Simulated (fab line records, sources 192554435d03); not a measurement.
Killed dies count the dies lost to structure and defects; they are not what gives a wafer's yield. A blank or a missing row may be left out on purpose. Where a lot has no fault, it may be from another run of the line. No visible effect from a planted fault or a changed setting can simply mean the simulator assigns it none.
fab line records | flow n5-finfet
record: lots: 7 wafers: 21
route steps=1938 shown BEOL_M2@890 BEOL_M4@1050 BEOL_M6@1199 BEOL_M7@1299
start-h: hours from the record's opening day to when the first of the lot's shown wafers began | wait-h: time in hours since the lot's previous step | " the same as in the row above | L1.1+2: several wafers, shown together as one row | - value missing, or start not given | * or withheld: withheld | < > ~ a bound
route shown NAME@n: names a module that has steps shown in the file, with the first one's number in the route | usual: mean and standard deviation over wafers with no fault | same: alike in all rows | chamber/n: place in a boat | sites: per-site readings | _std_site: standard deviation across them | _edge_site: inner sites' mean taken away from outer sites' mean | radius-mm: for every site, how far away it sits from the centre of the wafer | mask NAME#n: copy n | behind: tool/chamber where the wafer was last shaped | hold: the reason the lot was held/the length of the hold in hours/how it ended | device: names the non-switching transistor (n, p or np) | end of line: tests run on the same wafers once the route is complete | step lacking rows: just its recipe | killed: dies lost to structure and defects at the first sort, not the wafer's yield | map: the dies of a wafer, with x for killed, . for not killed, _ for no die there
set.NAME: setting as actually run; set.NAME@STEP: the setting as run at that earlier step | model.NAME: the simulator's own value behind a step, which no gauge read
one table per step and one row per wafer, for lots whose settings were changed on purpose
== steps ==
step: N5_BEOL_M2_TRENCH_ETCH_37
recipe: chemistry: C4F6/O2 target-depth-a: 555.55 target: SiOC time-s: 29.2 ion-energy-ev: 250 pressure-mtorr: 30 source-w: 355 bias-w: 185 Ar_flow_sccm: 300 C4F6_flow_sccm: 10 O2_flow_sccm: 10
columns lot.wafer tool chamber start-h wait-h set.time-s model.BEOL_M2.feature-depth-nm model.etch.depth-nm
L077.1 rie-diel-06 0 - - 29.2 57.2 57.24
L077.5 " 3 " " 31.48 59.2 59.26
L077.6 " 0 " " 29.2 56.4 56.34
L074.1 rie-diel-06 3 - - 33.16 61.2 61.18
L074.3 " 2 " " 29.2 54.4 54.45
L074.4 " 0 " " 29.2 55.2 55.22
L079.3 rie-diel-05 0 - - 29.2 56.6 56.68
L079.4 " 2 " " 29.2 55.8 55.8
L079.5 " 2 " " 24.46 47.2 47.13
L083.1 rie-diel-03 1 - - 29.2 56.4 56.45
L083.2 " 2 " " 29.2 56 55.96
L083.4 " 0 " " 29.2 55 54.98
L091.2 rie-diel-05 0 - - 34.59 66.2 66.14
L091.5 " 1 " " 34.59 64.6 64.64
L091.6 " 2 " " 29.2 57 56.92
L092.2 rie-diel-03 2 - - 29.2 56 55.93
L092.3 " 3 " " 29.2 54.2 54.24
L092.4 " 0 " " 29.2 56 56.09
L094.1 rie-diel-05 3 - - 29.2 52.6 52.65
L094.3 " 0 " " 29.2 56.4 56.41
L094.6 " 1 " " 22.92 42.8 42.9
step: N5_BEOL_M2_ETCH_41
recipe: chemistry: CH3F/O2 target: SiCN target-depth-a: 299 taper-deg: 2 time-s: 52.5 ion-energy-ev: 120 mask-material: TiN pressure-mtorr: 30 source-w: 395 bias-w: 75 Ar_flow_sccm: 150 CH3F_flow_sccm: 30 O2_flow_sccm: 20
step: N5_BEOL_M2_STRIP_97
recipe: chemistry: N2/H2 time-s: 10 power-w: 450 temp-c: 40 pressure-mtorr: 20 rf-frequency-hz: 6e+07 bias-power-w: 7 n2-flow-sccm: 200 h2-flow-sccm: 200
step: N5_BEOL_M2_OCD_MEAS_38
usual: trench-depth-nm: 55.3/1.4
columns lot.wafer tool chamber start-h wait-h set.time-s@BEOL_M2_TRENCH_ETCH_37 trench-depth-nm
L077.1 ocd-01 - 155.66 - 29.2 57.1
L077.5 " - " " 31.48 59.3
L077.6 " - " " 29.2 56.8
L074.1 ocd-02 - 164.80 - 33.16 60.6
L074.3 " - " " 29.2 54.3
L074.4 " - " " 29.2 54.8
L079.3 ocd-01 - 169.83 - 29.2 56.2
L079.4 " - " " 29.2 55.4
L079.5 " - " " 24.46 47.3
L083.1 ocd-02 - 198.10 - 29.2 56.4
L083.2 " - " " 29.2 56.3
L083.4 " - " " 29.2 54.6
L091.2 ocd-02 - 244.67 - 34.59 66.0
L091.5 " - " " 34.59 64.7
L091.6 " - " " 29.2 56.8
L092.2 ocd-01 - 249.19 - 29.2 55.6
L092.3 " - " " 29.2 54.4
L092.4 " - " " 29.2 56.0
L094.1 ocd-01 - 261.03 - 29.2 53.1
L094.3 " - " " 29.2 56.4
L094.6 " - " " 22.92 42.7
step: N5_BEOL_M4_COAT_22
recipe: resist: CAR-EUV spin-rpm: 1500 resist-thk-nm: 30
columns lot.wafer tool chamber start-h wait-h set.spin-rpm model.CAR-EUV_of_BEOL_M4_COAT_22.thk-nm
L077.1+5+6 litho-track-05 0 - - 1662 28.6
L074.1+3 litho-track-04 0 - - 1418 31
L074.4 " 0 " " 1500 30
L079.3+5 litho-track-04 0 - - 1604 29
L079.4 " 0 " " 1500 30
L083.1+2 litho-track-02 0 - - 1500 30.2
L083.4 " 0 " " 1500 30
L091.2+5+6 litho-track-02 0 - - 1384 31.4
L092.2+3 litho-track-02 0 - - 1500 30
L092.4 " 0 " " 1500 30.2
L094.1+6 litho-track-04 0 - - 1574 29.2
L094.3 " 0 " " 1500 30
step: N5_BEOL_M4_EBR_24
recipe: solvent: PGMEA ebr-width-mm: 1.5
step: N5_BEOL_M4_SOFTBAKE_23
recipe: temp-c: 110 time-s: 60 resist: CAR-EUV
step: N5_BEOL_M4_EXPOSE_25
recipe: mask-id: V3 na: 0.33 source-shape: quasar sigma-inner: 0.2 sigma-outer: 0.8 polarization: unpolarized defocus-nm: 5 dose-mj: 63
step: N5_BEOL_M4_PEB_26
recipe: peb-temp-c: 100 peb-time-s: 60 resist: CAR-EUV
step: N5_BEOL_M4_DEVELOP_27
recipe: develop-time-s: 30 developer: TMAH resist: CAR-EUV rinse-liquid: surfactant-rinse dry: air-spin dev-temp-c: 23
columns lot.wafer tool chamber start-h wait-h set.spin-rpm@BEOL_M4_COAT_22 model.CAR-EUV_of_BEOL_M4_COAT_22.thk-nm
L077.1+5+6 litho-track-04 0 - - 1662 28.2
L074.1+3 litho-track-02 0 - - 1418 30.6
L074.4 " 0 " " 1500 29.6
L079.3+5 litho-track-04 0 - - 1604 28.6
L079.4 " 0 " " 1500 29.6
L083.1 litho-track-04 0 - - 1500 29.8
L083.2+4 " 0 " " 1500 29.6
L091.2+5+6 litho-track-04 0 - - 1384 30.8
L092.2+3+4 litho-track-05 0 - - 1500 29.6
L094.1 litho-track-02 0 - - 1574 28.6
L094.3 " 0 " " 1500 29.4
L094.6 " 0 " " 1574 28.8
step: N5_BEOL_M4_DESCUM_33
recipe: chemistry: O2 time-s: 7 source-power-w: 50 bias-power-w: 20 pressure-mtorr: 20 rf-frequency-hz: 2.712e+07 temp-c: 40 resist: CAR-EUV o2-flow-sccm: 225
columns lot.wafer tool chamber start-h wait-h set.time-s set.spin-rpm@BEOL_M4_COAT_22 model.CAR-EUV_of_BEOL_M4_COAT_22.thk-nm
L077.1 rie-diel-06 1 171.06 0.0 7 1662 24.6
L077.5 " 0 " " 6.328 1662 25
L077.6 " 1 " " 6.328 1662 25.2
L074.1 rie-diel-03 1 179.62 0.1 7 1418 27
L074.3 " 0 " " 7 1418 27.2
L074.4 " 2 " " 7 1500 26.2
L079.3+5 rie-diel-03 2,1 184.39 0.0 8.443 1604 24.4
L079.4 " 1 " " 7 1500 26
L083.1+2 rie-diel-06 2,3 217.51 0.4 7 1500 26.2
L083.4 " 0 " " 7 1500 26
L091.2+5+6 rie-diel-06 0,3,0 260.05 0.0 7 1384 27.4
L092.2+3+4 rie-diel-06 2,3,1 268.55 0.0 7 1500 26.2
L094.1 rie-diel-03 2 279.25 0.0 7 1574 25.2
L094.3 " 0 " " 7 1500 26.2
L094.6 " 3 " " 7 1574 25.4
step: N5_BEOL_M4_ETCH_77
recipe: chemistry: N2/H2 target: underlayer target-depth-a: 65 mask-material: CAR-EUV time-s: 5.2 ion-energy-ev: 200 pressure-mtorr: 30 source-w: 840 bias-w: 150 n2-flow-sccm: 200 h2-flow-sccm: 200 ends: cleared
columns lot.wafer tool chamber start-h wait-h set.spin-rpm@BEOL_M4_COAT_22 model.CAR-EUV_of_BEOL_M4_COAT_22.thk-nm
L077.1 rie-diel-06 1 171.10 0.0 1662 19
L077.5 " 0 " " 1662 19.2
L077.6 " 1 " " 1662 19.4
L074.1 rie-diel-03 1 179.65 0.0 1418 21.2
L074.3 " 0 " " 1418 21.6
L074.4 " 2 " " 1500 20.4
L079.3 rie-diel-03 2 184.43 0.0 1604 18.8
L079.4 " 1 " " 1500 20.4
L079.5 " 1 " " 1604 18.6
L083.1 rie-diel-06 2 217.54 0.0 1500 20.6
L083.2+4 " 3,0 " " 1500 20.4
L091.2+5+6 rie-diel-06 0,3,0 260.08 0.0 1384 21.6
L092.2+3 rie-diel-06 2,3 268.59 0.0 1500 20.4
L092.4 " 1 " " 1500 20.6
L094.1+6 rie-diel-03 2,3 279.29 0.0 1574 19.6
L094.3 " 0 " " 1500 20.4
step: N5_BEOL_M4_ETCH_69
recipe: chemistry: CF4 target: SiARC target-depth-a: 156 mask-material: CAR-EUV time-s: 26 ion-energy-ev: 80 pressure-mtorr: 40 source-w: 545 bias-w: 36 Ar_flow_sccm: 100 cf4-flow-sccm: 100 ends: cleared
columns lot.wafer tool chamber start-h wait-h set.spin-rpm@BEOL_M4_COAT_22 model.CAR-EUV_of_BEOL_M4_COAT_22.thk-nm
L077.1 rie-diel-06 1 171.12 0.0 1662 9.8
L077.5 " 0 " " 1662 10
L077.6 " 1 " " 1662 10.2
L074.1 rie-diel-03 1 179.67 0.0 1418 12
L074.3 " 0 " " 1418 12.4
L074.4 " 2 " " 1500 11.2
L079.3 rie-diel-03 2 184.44 0.0 1604 9.6
L079.4 " 1 " " 1500 11
L079.5 " 1 " " 1604 9.4
L083.1 rie-diel-06 2 217.56 0.0 1500 11.4
L083.2+4 " 3,0 " " 1500 11.2
L091.2+5 rie-diel-06 0,3 260.10 0.0 1384 12.4
L091.6 " 0 " " 1384 12.2
L092.2 rie-diel-06 2 268.61 0.0 1500 11
L092.3+4 " 3,1 " " 1500 11.2
L094.1+6 rie-diel-03 2,3 279.31 0.0 1574 10.4
L094.3 " 0 " " 1500 11.2
step: N5_BEOL_M4_ALD_98
recipe: material: SiO2 target-thk-a: 25 temp-c: 100 ald-precursor-family: BDEAS ald-co-reactant: O2-plasma pulse-time-s: 1 co-reactant-pulse-time-s: 1 purge-time-s: 2 co-reactant-purge-time-s: 2 ald-cycles: 17 pressure-torr: 2
step: N5_BEOL_M4_ETCHBACK_99
recipe: chemistry: CHF3 target: SiO2 target-depth-a: 50 time-s: 10.4 source-w: 215 bias-w: 47 Ar_flow_sccm: 200 CHF3_flow_sccm: 12 ion-energy-ev: 100 pressure-mtorr: 30
columns lot.wafer tool chamber start-h wait-h set.spin-rpm@BEOL_M4_COAT_22 model.CAR-EUV_of_BEOL_M4_COAT_22.thk-nm
L077.1 rie-diel-03 2 176.60 5.3 1662 9
L077.5 " 0 " " 1662 9.2
L077.6 " 1 " " 1662 9.4
L074.1 rie-diel-03 2 181.21 1.2 1418 11.4
L074.3 " 1 " " 1418 11.6
L074.4 " 3 " " 1500 10.4
L079.3 rie-diel-06 0 190.28 4.6 1604 8.8
L079.4 " 1 " " 1500 10.4
L079.5 " 3 " " 1604 8.6
L083.1+2 rie-diel-05 1,0 219.98 2.3 1500 10.6
L083.4 " 0 " " 1500 10.4
L091.2+5+6 rie-diel-03 0,3,0 262.15 1.9 1384 11.6
L092.2+3 rie-diel-06 3,1 273.25 4.2 1500 10.4
L092.4 " 2 " " 1500 10.6
L094.1 rie-diel-03 3 279.67 0.1 1574 9.6
L094.3 " 0 " " 1500 10.6
L094.6 " 0 " " 1574 9.8
step: N5_BEOL_M6_COAT_59
recipe: resist: SOC temp-c: 250 time-s: 60 spin-rpm: 1500 resist-thk-nm: 100
columns lot.wafer tool chamber start-h wait-h set.spin-rpm model.SOC_of_BEOL_M6_COAT_59.thk-nm
L077.1 litho-track-05 0 193.53 0.1 1500 100.4
L077.5+6 " 0 " " 1445 102
L074.1 litho-track-04 0 203.30 0.1 1500 100
L074.3+4 " 0 " " 1500 100.2
L079.3 litho-track-05 0 210.37 0.1 1649 95
L079.4 " 0 " " 1500 100.2
L079.5 " 0 " " 1649 95.2
L083.1 litho-track-03 0 238.83 0.1 1500 99.8
L083.2+4 " 0 " " 1365 104.8
L091.2 litho-track-03 0 280.35 0.1 1500 100
L091.5 " 0 " " 1587 97.2
L091.6 " 0 " " 1500 100.2
L092.2 litho-track-04 0 295.25 0.1 1500 99.8
L092.3+4 " 0 " " 1500 99.6
L094.1 litho-track-04 0 298.11 0.1 1624 96
L094.3 " 0 " " 1500 100
L094.6 " 0 " " 1500 99.8
step: N5_BEOL_M6_COAT_60
recipe: resist: SiARC temp-c: 220 time-s: 60 spin-rpm: 1500 resist-thk-nm: 35
columns lot.wafer tool chamber start-h wait-h set.spin-rpm model.SiARC_of_BEOL_M6_COAT_60.thk-nm
L077.1+6 litho-track-05 0 - - 1500 35.2
L077.5 " 0 " " 1500 35
L074.1+3+4 litho-track-04 0 - - 1500 35
L079.3+4 litho-track-05 0 - - 1500 35.2
L079.5 " 0 " " 1405 36.2
L083.1 litho-track-03 0 - - 1500 35
L083.2+4 " 0 " " 1341 37
L091.2 litho-track-03 0 - - 1500 35.2
L091.5+6 " 0 " " 1351 37
L092.2+4 litho-track-04 0 - - 1500 35
L092.3 " 0 " " 1500 35.2
L094.1+3 litho-track-04 0 - - 1500 35.2
L094.6 " 0 " " 1337 37.2
step: N5_BEOL_M6_COAT_05
recipe: resist: CAR-ArF spin-rpm: 1500 resist-thk-nm: 90
step: N5_BEOL_M6_EBR_07
recipe: solvent: PGMEA ebr-width-mm: 1.5
step: N5_BEOL_M6_DESCUM_16
recipe: chemistry: O2 time-s: 7.9 source-power-w: 50 bias-power-w: 20 pressure-mtorr: 20 rf-frequency-hz: 2.712e+07 temp-c: 40 resist: CAR-ArF o2-flow-sccm: 225
step: N5_BEOL_M6_ETCH_61
recipe: chemistry: CF4 target: SiARC target-depth-a: 455 mask-material: CAR-ArF time-s: 75.8 ion-energy-ev: 80 pressure-mtorr: 40 source-w: 545 bias-w: 36 Ar_flow_sccm: 100 cf4-flow-sccm: 100 ends: cleared
columns lot.wafer tool chamber start-h wait-h set.spin-rpm@BEOL_M6_COAT_60 model.etch.depth-nm model.CAR-ArF_of_BEOL_M6_COAT_05.thk-nm
L077.1 rie-diel-05 1 193.90 0.0 1500 35.19 50.8
L077.5 " 3 " " 1500 35.06 51.4
L077.6 " 2 " " 1500 35.16 51
L074.1 rie-diel-05 0 204.06 0.0 1500 34.93 51.2
L074.3 " 2 " " 1500 35.09 50.8
L074.4 " 3 " " 1500 35 51
L079.3 rie-diel-06 3 210.74 0.0 1500 35.11 51.4
L079.4 " 1 " " 1500 35.13 51.4
L079.5 " 3 " " 1405 36.25 50.2
L083.1 rie-diel-03 0 239.21 0.0 1500 35.05 50.8
L083.2 " 1 " " 1341 37.06 48.4
L083.4 " 2 " " 1341 36.95 49
L091.2 rie-diel-03 2 280.84 0.0 1500 35.12 50.4
L091.5 " 0 " " 1351 37.04 48.8
L091.6 " 3 " " 1351 37.06 48.8
L092.2 rie-diel-06 0 295.78 0.0 1500 35.07 51.2
L092.3 " 1 " " 1500 35.11 51.2
L092.4 " 2 " " 1500 35.07 51.4
L094.1 rie-diel-03 3 298.61 0.0 1500 35.15 51.2
L094.3 " 1 " " 1500 35.1 51.4
L094.6 " 2 " " 1337 37.21 49
step: N5_BEOL_M6_ETCH_62
recipe: chemistry: N2/H2 target: SOC target-depth-a: 1100 overetch-a: 220 mask-material: SiARC temp-c: 40 time-s: 165 ion-energy-ev: 200 pressure-mtorr: 30 source-w: 840 bias-w: 150 n2-flow-sccm: 200 h2-flow-sccm: 200
columns lot.wafer tool chamber start-h wait-h set.spin-rpm@BEOL_M6_COAT_59 set.spin-rpm@BEOL_M6_COAT_60 model.SiARC_of_BEOL_M6_COAT_60.thk-nm model.etch.depth-nm
L077.1 rie-diel-05 1 193.96 0.0 1500 1500 28.4 100.3
L077.5 " 3 " " 1445 1500 29 102.1
L077.6 " 2 " " 1445 1500 28.6 102
L074.1 rie-diel-05 0 204.11 0.0 1500 1500 28.2 99.98
L074.3 " 2 " " 1500 1500 28.6 100.2
L074.4 " 3 " " 1500 1500 28.8 100.3
L079.3 rie-diel-06 3 210.80 0.0 1649 1500 28.8 95.01
L079.4 " 1 " " 1500 1500 29 100.1
L079.5 " 3 " " 1649 1405 30 95.24
L083.1 rie-diel-03 0 239.27 0.0 1500 1500 28.6 99.78
L083.2 " 1 " " 1365 1341 30.4 104.7
L083.4 " 2 " " 1365 1341 30.2 104.8
L091.2 rie-diel-03 2 280.90 0.0 1500 1500 28.2 99.98
L091.5 " 0 " " 1587 1351 30.6 97.22
L091.6 " 3 " " 1500 1351 30.8 100.2
L092.2 rie-diel-06 0 295.84 0.0 1500 1500 28.4 99.86
L092.3 " 1 " " 1500 1500 28.8 99.68
L092.4 " 2 " " 1500 1500 28.6 99.64
L094.1 rie-diel-03 3 298.67 0.0 1624 1500 28.8 96.04
L094.3 " 1 " " 1500 1500 28.4 99.99
L094.6 " 2 " " 1500 1337 30.4 99.83
step: N5_BEOL_M6_STRIP_68
recipe: chemistry: N2/H2 temp-c: 40 n2-flow-sccm: 200 h2-flow-sccm: 200 rf-frequency-hz: 6e+07
step: N5_BEOL_M6_STRIP_67
recipe: chemistry: CF4 resist: SiARC power-w: 300 bias-power-w: 75 pressure-mtorr: 50 cf4-flow-sccm: 150 rf-frequency-hz: 6e+07
step: N5_BEOL_M6_HM_OPEN_17
recipe: chemistry: Cl2/BCl3 target-depth-a: 200 overetch-a: 60 target: TiN mask-material: SOC ion-energy-ev: 150 pressure-mtorr: 10 icp-w: 1000 bias-w: 126 Cl2_flow_sccm: 53.25 bcl3-flow-sccm: 21.75 Ar_flow_sccm: 25
columns lot.wafer tool chamber start-h wait-h set.spin-rpm@BEOL_M6_COAT_59 model.SOC_of_BEOL_M6_COAT_59.thk-nm
L077.1 rie-metal-03 0 194.15 0.0 1500 92.2
L077.5 " 1 " " 1445 94.2
L077.6 " 0 " " 1445 93.8
L074.1 rie-metal-02 1 204.30 0.0 1500 91.4
L074.3 " 1 " " 1500 91.6
L074.4 " 0 " " 1500 92.4
L079.3 rie-metal-02 1 211.01 0.1 1649 86.4
L079.4 " 0 " " 1500 92.4
L079.5 " 0 " " 1649 87.4
L083.1 rie-metal-03 0 239.46 0.0 1500 91.6
L083.2 " 1 " " 1365 96.8
L083.4 " 0 " " 1365 96.4
L091.2 rie-metal-02 0 281.09 0.0 1500 92.2
L091.5 " 1 " " 1587 88.6
L091.6 " 0 " " 1500 92.4
L092.2 rie-metal-02 0 296.03 0.0 1500 92
L092.3 " 1 " " 1500 91
L092.4 " 0 " " 1500 91.8
L094.1 rie-metal-01 0 298.85 0.0 1624 88.4
L094.3+6 " 0 " " 1500 92.4
step: N5_BEOL_M7_DESCUM_33
recipe: chemistry: O2 time-s: 7 source-power-w: 50 bias-power-w: 20 pressure-mtorr: 20 rf-frequency-hz: 2.712e+07 temp-c: 40 resist: CAR-EUV o2-flow-sccm: 225
columns lot.wafer tool chamber start-h wait-h set.time-s model.CAR-EUV_of_BEOL_M7_COAT_22.thk-nm
L077.1+5 rie-diel-01 2,1 207.24 0.0 7 26
L077.6 " 0 " " 7 26.2
L074.1 rie-diel-02 2 217.07 0.0 7.5 25.6
L074.3 " 1 " " 7 25.8
L074.4 " 3 " " 7.5 25.8
L079.3+4 rie-diel-02 3,0 220.00 0.0 7 26.2
L079.5 " 2 " " 7 26
L083.1+2 rie-diel-04 0,1 247.26 0.0 7 26
L083.4 " 2 " " 7 26.2
L091.2 rie-diel-02 2 289.31 0.4 6.032 26.6
L091.5 " 3 " " 7 26.2
L091.6 " 0 " " 7 26
L092.2+4 rie-diel-02 1,3 308.73 0.3 7 26.2
L092.3 " 0 " " 7 26
L094.1 rie-diel-02 2 311.20 0.2 7 26.2
L094.3+6 " 3,1 " " 8.453 25.4
step: N5_BEOL_M7_ETCH_72
recipe: chemistry: N2/H2 target: underlayer target-depth-a: 65 mask-material: CAR-EUV time-s: 5.2 ion-energy-ev: 200 pressure-mtorr: 30 source-w: 840 bias-w: 150 n2-flow-sccm: 200 h2-flow-sccm: 200 ends: cleared
step: N5_BEOL_M7_ETCH_65
recipe: chemistry: CF4 target: SiARC target-depth-a: 156 mask-material: CAR-EUV time-s: 26 ion-energy-ev: 80 pressure-mtorr: 40 source-w: 545 bias-w: 36 Ar_flow_sccm: 100 cf4-flow-sccm: 100 ends: cleared
columns lot.wafer tool chamber start-h wait-h set.time-s@BEOL_M7_DESCUM_33 model.CAR-EUV_of_BEOL_M7_COAT_22.thk-nm
L077.1+5+6 rie-diel-01 2,1,0 207.29 0.0 7 11.2
L074.1 rie-diel-02 2 217.12 0.0 7.5 10.8
L074.3 " 1 " " 7 11
L074.4 " 3 " " 7.5 11
L079.3+4 rie-diel-02 3,0 220.05 0.0 7 11.2
L079.5 " 2 " " 7 11
L083.1+4 rie-diel-04 0,2 247.31 0.0 7 11.2
L083.2 " 1 " " 7 11
L091.2 rie-diel-02 2 289.36 0.0 6.032 11.6
L091.5 " 3 " " 7 11.2
L091.6 " 0 " " 7 11
L092.2+4 rie-diel-02 1,3 308.78 0.0 7 11.2
L092.3 " 0 " " 7 11
L094.1 rie-diel-02 2 311.25 0.0 7 11.2
L094.3 " 3 " " 8.453 10.6
L094.6 " 1 " " 8.453 10.4
step: N5_BEOL_M7_ETCH_66
recipe: chemistry: N2/H2 target: SOC target-depth-a: 800 overetch-a: 160 mask-material: SiARC temp-c: 40 time-s: 120 ion-energy-ev: 200 pressure-mtorr: 30 source-w: 840 bias-w: 150 n2-flow-sccm: 200 h2-flow-sccm: 200
usual: rf-vpp-V: 523.3/2.2
columns lot.wafer tool chamber start-h wait-h set.bias-w rf-vpp-V
L077.1 rie-diel-01 2 207.32 0.0 150 520.1
L077.5 " 1 " " 150 525.0
L077.6 " 0 " " 129.5 475.2
L074.1 rie-diel-02 2 217.15 0.0 150 527.9
L074.3 " 1 " " 150 522.9
L074.4 " 3 " " 150 523.4
L079.3 rie-diel-02 3 220.08 0.0 150 523.5
L079.4 " 0 " " 150 524.4
L079.5 " 2 " " 150 528.2
L083.1 rie-diel-04 0 247.34 0.0 137.6 499.6
L083.2 " 1 " " 150 523.6
L083.4 " 2 " " 137.6 492.4
L091.2 rie-diel-02 2 289.39 0.0 150 528.2
L091.5 " 3 " " 150 521.6
L091.6 " 0 " " 150 526.2
L092.2 rie-diel-02 1 308.81 0.0 150 522.7
L092.3 " 0 " " 150 524.3
L092.4 " 3 " " 150 522.8
L094.1 rie-diel-02 2 311.28 0.0 140.3 506.1
L094.3 " 3 " " 150 522.7
L094.6 " 1 " " 140.3 499.9
== key ==
split: step: N5_BEOL_M2_TRENCH_ETCH_37 setting: time-s stated: 29.2 by: wafer
response: step: N5_BEOL_M2_TRENCH_ETCH_37 reading: model.BEOL_M2.feature-depth-nm change: +0.502 per: 1% r: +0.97
response: step: N5_BEOL_M2_TRENCH_ETCH_37 reading: model.etch.depth-nm change: +0.503 per: 1% r: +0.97
response: step: N5_BEOL_M2_OCD_MEAS_38 reading: trench-depth-nm change: +0.499 per: 1% r: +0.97
split: step: N5_BEOL_M4_COAT_22 setting: spin-rpm stated: 1500 by: wafer
response: step: N5_BEOL_M4_COAT_22 reading: model.CAR-EUV_of_BEOL_M4_COAT_22.thk-nm change: -0.16 per: 1% r: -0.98
response: step: N5_BEOL_M4_DEVELOP_27 reading: model.CAR-EUV_of_BEOL_M4_COAT_22.thk-nm change: -0.155 per: 1% r: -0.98
response: step: N5_BEOL_M4_DESCUM_33 reading: model.CAR-EUV_of_BEOL_M4_COAT_22.thk-nm change: -0.2 per: 1% r: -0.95
response: step: N5_BEOL_M4_ETCH_77 reading: model.CAR-EUV_of_BEOL_M4_COAT_22.thk-nm change: -0.207 per: 1% r: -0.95
response: step: N5_BEOL_M4_ETCH_69 reading: model.CAR-EUV_of_BEOL_M4_COAT_22.thk-nm change: -0.194 per: 1% r: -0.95
response: step: N5_BEOL_M4_ETCHBACK_99 reading: model.CAR-EUV_of_BEOL_M4_COAT_22.thk-nm change: -0.217 per: 1% r: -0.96
split: step: N5_BEOL_M4_DESCUM_33 setting: time-s stated: 7 by: wafer
response none clear
split: step: N5_BEOL_M6_COAT_59 setting: spin-rpm stated: 1500 by: wafer
response: step: N5_BEOL_M6_COAT_59 reading: model.SOC_of_BEOL_M6_COAT_59.thk-nm change: -0.51 per: 1% r: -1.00
response: step: N5_BEOL_M6_ETCH_62 reading: model.etch.depth-nm change: -0.505 per: 1% r: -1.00
response: step: N5_BEOL_M6_HM_OPEN_17 reading: model.SOC_of_BEOL_M6_COAT_59.thk-nm change: -0.545 per: 1% r: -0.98
split: step: N5_BEOL_M6_COAT_60 setting: spin-rpm stated: 1500 by: wafer
response: step: N5_BEOL_M6_COAT_60 reading: model.SiARC_of_BEOL_M6_COAT_60.thk-nm change: -0.182 per: 1% r: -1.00
response: step: N5_BEOL_M6_ETCH_61 reading: model.etch.depth-nm change: -0.189 per: 1% r: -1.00
response: step: N5_BEOL_M6_ETCH_61 reading: model.CAR-ArF_of_BEOL_M6_COAT_05.thk-nm change: +0.192 per: 1% r: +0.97
response: step: N5_BEOL_M6_ETCH_62 reading: model.SiARC_of_BEOL_M6_COAT_60.thk-nm change: -0.188 per: 1% r: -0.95
split: step: N5_BEOL_M7_DESCUM_33 setting: time-s stated: 7 by: wafer
response: step: N5_BEOL_M7_DESCUM_33 reading: model.CAR-EUV_of_BEOL_M7_COAT_22.thk-nm change: -0.036 per: 1% r: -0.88
response: step: N5_BEOL_M7_ETCH_65 reading: model.CAR-EUV_of_BEOL_M7_COAT_22.thk-nm change: -0.0329 per: 1% r: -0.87
split: step: N5_BEOL_M7_ETCH_66 setting: bias-w stated: 150 by: wafer
response: step: N5_BEOL_M7_ETCH_66 reading: rf-vpp-V change: +3.38 per: 1% r: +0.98
